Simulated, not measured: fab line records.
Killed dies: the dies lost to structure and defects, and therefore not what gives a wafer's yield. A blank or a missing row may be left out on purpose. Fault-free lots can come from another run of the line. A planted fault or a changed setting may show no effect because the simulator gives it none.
Which tool is to blame?    flow n5 finfet    Sampling: 10 lots, 30 wafers, 5 of 1938 route steps

WHAT EACH GAUGE READ, for each wafer
N5_BEOL_M3_THK_MEAS_53: measures by xrf.
lot   measured      on             M3_THK (nm)
L189  day 7 07:19   film metro-02  41.8 40.3 44.1
L195  day 8 19:55   film metro-02  44.2 43.5 44.1
L194  day 9 01:50   film metro-02  40.0 40.2 40.1
L196  day 9 03:53   film metro-01  38.5 41.7 43.8
L198  day 9 07:34   film metro-02  40.1 38.2 41.2
L199  day 10 00:44  film metro-02  39.4 42.7 41.9
L200  day 10 06:35  film metro-02  39.3 40.0 41.1
L207  day 11 22:28  film metro-01  41.9 40.6 43.4
L208  day 12 14:59  film metro-01  39.9 40.8 42.7
L211  day 13 07:03  film metro-01  42.7 40.0 41.5

N5_BEOL_M4_RC_MEAS_101.
lot   measured      on         DIBL_N (mV/V)   DIBL_P (mV/V)   IOFF_N (nA/um)     IOFF_P (nA/um)  ION_N (uA/um)  ION_P (uA/um)  SS_N (mV/dec)   SS_P (mV/dec)   VT_N (mV)          VT_P (mV)
L189  day 7 17:38   prober-01  35.5 34.1 34.8  35.6 33.7 34.4  0.172 0.148 0.159  0.26 0.23 0.24  685 678 681    473 478 474    71.3 71.3 71.0  73.5 73.0 72.9  250.0 248.9 248.9  -243 -246 -244
L195  day 9 05:35   prober-01  35.8 37.2 35.4  37.4 38.3 36.6  0.168 0.183 0.158  0.24 0.24 0.21  689 681 666    473 463 459    71.4 71.7 70.7  73.3 73.6 73.8  248.0 246.9 249.3  -249 -247 -252
L194  day 9 14:31   prober-01  37.4 37.1 35.0  35.6 36.0 33.4  0.178 0.178 0.136  0.20 0.21 0.16  674 686 664    456 458 448    71.8 71.6 71.7  73.3 73.6 72.4  247.8 249.2 253.0  -255 -253 -255
L196  day 9 16:41   prober-01  36.4 36.4 35.4  34.8 35.9 34.2  0.153 0.160 0.147  0.20 0.23 0.20  671 677 670    464 474 465    71.4 71.3 70.6  73.4 73.2 72.6  250.6 248.7 249.6  -250 -247 -246
L198  day 10 05:20  prober-02  35.6 35.7 36.2  34.3 35.1 34.6  0.140 0.142 0.146  0.19 0.19 0.19  666 663 670    456 457 462    71.3 70.9 71.1  72.4 72.9 72.4  253.3 251.2 250.4  -252 -250 -250
L199  day 10 14:10  prober-02  35.7 34.4 33.6  35.9 34.8 33.0  0.157 0.137 0.122  0.21 0.20 0.17  667 666 648    456 463 452    71.3 70.3 71.2  73.0 73.0 71.8  250.1 248.8 253.3  -247 -248 -251
L200  day 10 16:13  prober-01  35.7 32.5 36.7  36.3 31.9 37.0  0.153 0.104 0.161  0.19 0.14 0.20  676 658 663    455 448 452    70.7 70.6 71.4  74.0 72.7 74.8  248.6 258.3 250.6  -255 -257 -255
L207  day 12 12:24  prober-01  37.8 34.7 37.3  38.4 34.8 38.4  0.207 0.137 0.178  0.23 0.18 0.23  679 658 672    458 456 459    72.8 71.4 72.2  73.4 72.3 74.3  246.9 250.4 245.6  -248 -252 -248
L208  day 13 00:23  prober-01  35.5 37.5 35.4  35.9 38.4 35.7  0.162 0.193 0.156  0.25 0.28 0.24  663 680 667    465 472 462    72.1 72.4 71.2  72.7 74.2 72.8  249.5 248.3 249.9  -243 -244 -248
L211  day 13 21:41  prober-01  36.2 35.4 34.2  37.0 37.1 34.5  0.186 0.171 0.136  0.23 0.22 0.18  670 690 660    458 465 451    72.1 71.6 71.1  73.9 74.4 72.8  245.1 248.0 251.7  -248 -250 -253

TOOL THAT RAN EACH LOT (tool first, then ch and the chambers of the sampled wafers, then the start)
lot   N5_BEOL_M3_DEP_57               N5_BEOL_M4_ILD_DEP_00            N5_BEOL_M4_COAT_73
L189  pecvd-01 ch 0,1, day 7 07:31    pecvd-02 ch 0,1,2, day 7 07:38   litho track-01 ch 0, day 7 08:44
L195  pecvd-01 ch 0,1, day 8 20:06    pecvd-01 ch 0,1, day 8 20:14     litho track-02 ch 0, day 8 20:44
L194  pecvd-01 ch 0,1,2, day 9 02:02  pecvd-01 ch 0,1, day 9 02:10     litho track-03 ch 0, day 9 02:32
L196  pecvd-01 ch 0,1,2, day 9 04:04  pecvd-01 ch 0,1, day 9 04:12     litho track-02 ch 0, day 9 04:30
L198  pecvd-01 ch 0,1,2, day 9 07:45  pecvd-04 ch 1,2, day 9 07:53     litho track-02 ch 0, day 9 08:33
L199  pecvd-01 ch 1, day 10 01:02     pecvd-04 ch 0,1,2, day 10 01:14  litho track-02 ch 0, day 10 01:59
L200  pecvd-01 ch 0,1, day 10 06:47   pecvd-04 ch 0,2, day 10 06:56    litho track-01 ch 0, day 10 08:38
L207  pecvd-03 ch 1,2, day 11 22:40   pecvd-01 ch 0,2, day 11 22:47    litho track-03 ch 0, day 11 23:10
L208  pecvd-02 ch 0,1, day 12 15:10   pecvd-04 ch 0,1,2, day 12 15:18  litho track-01 ch 0, day 12 15:57
L211  pecvd-02 ch 1,2, day 13 07:16   pecvd-02 ch 1,2, day 13 07:28    litho track-02 ch 0, day 13 09:11
- N5_BEOL_M3_DEP_57: deposits SiCN from 3MS/NH3, target thk 8 nm, time 14 s.
- N5_BEOL_M4_ILD_DEP_00: deposits SiOC from DEMS/O2, target thk 79 nm, time 15.3 s.
- N5_BEOL_M4_COAT_73: time 60 s, resist thk 5 nm.

WHAT THE TOOLS THEMSELVES READ (means of the sampled wafers that have a number; where no wafer has one, the mark that the record gives instead)
N5_BEOL_M3_DEP_57.
lot   tool      showerhead plenum p Torr (Torr)  throttle valve pct (%)
L189  pecvd-01  3.645                            9.2
L195  pecvd-01  3.656                            9.4
L194  pecvd-01  3.659                            9.2
L196  pecvd-01  3.661                            8.9
L198  pecvd-01  3.658                            9.1
L199  pecvd-01  3.643                            8.9
L200  pecvd-01  3.652                            9.1
L207  pecvd-03  3.671                            8.9
L208  pecvd-02  3.676                            9.3
L211  pecvd-02  3.670                            8.6

N5_BEOL_M4_ILD_DEP_00.
lot   tool      heater power w (W)  showerhead plenum p Torr (Torr)  throttle valve pct (%)
L189  pecvd-02  588                 5.701                            11.9
L195  pecvd-01  446                 5.675                            11.8
L194  pecvd-01  455                 5.681                            12.2
L196  pecvd-01  413                 5.680                            12.0
L198  pecvd-04  535                 5.666                            12.1
L199  pecvd-04  533                 5.685                            12.0
L200  pecvd-04  647                 5.682                            12.0
L207  pecvd-01  555                 5.703                            11.8
L208  pecvd-04  577                 5.675                            12.1
L211  pecvd-02  623                 5.693                            11.6

N5_BEOL_M4_COAT_73.
lot   tool            spin speed rpm (rpm)
L189  litho track-01  1500.1
L195  litho track-02  1500.4
L194  litho track-03  1500.0
L196  litho track-02  1357.3
L198  litho track-02  1357.0
L199  litho track-02  1357.3
L200  litho track-01  1499.8
L207  litho track-03  1499.3
L208  litho track-01  1500.1
L211  litho track-02  1499.5

THE ANSWER, worked out from the rows above alone
Rule: the lots themselves supply what counts as usual. Put in order of their means at a reading, lots are off if they are a third of the lots or fewer, leave a main group of 4 or more, and stand apart from it by a gap of 3 or more times the standard deviation of the main group's means; of several such gaps the widest counts. A main group is skipped when, at the precision printed for the reading in the tables above, its means are all equal. A lot without any number at a reading at which 4 lots or more have one is off too. All remaining lots with rows at the step are treated as sound. After the gauges, taken in route order, come the tools' own readings; for these a lot's mean is taken, as printed above. At the first step where some lot is off, the reading lying furthest off is the one used; lots without a number count as furthest.
Off at N5_BEOL_M4_COAT_73 (spin speed rpm): L196, L198, L199. For the main group the mean is 1499.9 rpm and the standard deviation 0.35.
If a tool, at that step or one of the process steps before it, ran each lot that is off and ran no sound lot following the first of them, it fits. Not one of the candidates tried fits.

WHAT THE SIMULATOR HAD PUT IN
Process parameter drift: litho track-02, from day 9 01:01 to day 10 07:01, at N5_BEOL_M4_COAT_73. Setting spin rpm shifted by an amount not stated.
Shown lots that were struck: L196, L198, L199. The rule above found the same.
